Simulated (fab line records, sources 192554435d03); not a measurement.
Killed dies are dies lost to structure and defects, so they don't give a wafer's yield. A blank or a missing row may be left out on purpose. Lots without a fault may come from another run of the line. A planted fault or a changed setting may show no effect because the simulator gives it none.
One fault seen from 3 desks | flow n5_finfet | each desk has only its own numbers; what lay behind them comes last

THE METROLOGY DESK
What the gauges read, lot by lot, whatever tool the lot ran on: means of the sampled wafers that have a number. A lot is out of limits, marked OUT, if its mean lies more than 4 standard deviations from the usual mean; the brackets give that distance. Of its 11 readings 7 are shown: those that lie furthest out on some lot.
Columns: A = DIBL_N at N5_BEOL_M4_RC_MEAS_101, usual 36.4 mV/V; B = DIBL_P at N5_BEOL_M4_RC_MEAS_101, usual 36.3 mV/V; C = IOFF_N at N5_BEOL_M4_RC_MEAS_101, usual 0.17 nA/um; D = IOFF_P at N5_BEOL_M4_RC_MEAS_101, usual 0.23 nA/um; E = SS_P at N5_BEOL_M4_RC_MEAS_101, usual 73.3 mV/dec; F = VT_N at N5_BEOL_M4_RC_MEAS_101, usual 250 mV; G = VT_P at N5_BEOL_M4_RC_MEAS_101, usual -249 mV
lot  | first seen here | A    | B    | C    | D    | E    | F   | G
L208 | day 3 15:46     | 36.1 | 36.2 | 0.16 | 0.22 | 73.1 | 251 | -249
L213 | day 5 06:01     | 36.7 | 35.5 | 0.17 | 0.25 | 73.6 | 249 | -246
L215 | day 5 16:03     | 38.9 | 39.7 | 0.23 | 0.27 | 74.4 | 247 | -248
L227 | day 8 14:14     | 37.2 | 37.6 | 0.19 | 0.25 | 73.5 | 246 | -246
L230 | day 9 09:33     | 34.4 | 33.6 | 0.15 | 0.19 | 73.0 | 252 | -251
L231 | day 9 14:02     | 35.2 | 35.3 | 0.14 | 0.21 | 72.5 | 252 | -251
This desk's finding: nothing out of limits on any of the 6 lots.

THE TOOL OWNER'S DESK: rie_si-03
The tool's own readings at N5_SDB_CUT_ETCH_26 (etches Si in HBr/Cl2/O2, target depth 129.6 nm, bt time 20 s, time 51.8 s): means of the sampled wafers that have a number, for each lot that ran on this tool. A lot is out of limits, marked OUT, if its mean lies more than 4 standard deviations from the usual mean; the brackets give that distance.
Columns: A = drypump_motor_current_A at N5_SDB_CUT_ETCH_26, usual 5.7 A; B = oes_o_777_au at N5_SDB_CUT_ETCH_26, usual 0.95 a.u.; C = oes_product_au at N5_SDB_CUT_ETCH_26, usual 1.004 a.u.; D = throttle_valve_pct at N5_SDB_CUT_ETCH_26, usual 37.2 %
lot  | first seen here | A   | B    | C     | D
L213 | day 5 06:56     | 5.8 | 0.93 | 1.017 | 37.4
L215 | day 5 17:35     | 5.8 | 0.99 | 1.037 | 37.0
L230 | day 9 10:56     | 5.8 | 0.97 | 1.005 | 37.4
This desk's finding: nothing out of limits on any of the 3 lots.

THE DEFECT DESK
What the inspections along the route counted, lot by lot: means of the sampled wafers that have a number. A lot is out of limits, marked OUT, if its mean lies more than 4 standard deviations from the usual mean; the brackets give that distance.
Columns: A = raw_defect_count at N5_SDB_INSPECT_13, usual 79
lot  | first seen here | A
L208 | day 3 15:47     | 82
L213 | day 5 06:02     | 43
L215 | day 5 16:04     | 45
L227 | day 8 14:16     | 81
L230 | day 9 09:34     | 62
L231 | day 9 14:04     | 62
This desk's finding: nothing out of limits on any of the 6 lots.

PUT TOGETHER
The metrology desk saw nothing out of limits.
The tool owner's desk saw nothing out of limits.
The defect desk saw nothing out of limits.

WHAT THE SIMULATOR HAD PUT IN
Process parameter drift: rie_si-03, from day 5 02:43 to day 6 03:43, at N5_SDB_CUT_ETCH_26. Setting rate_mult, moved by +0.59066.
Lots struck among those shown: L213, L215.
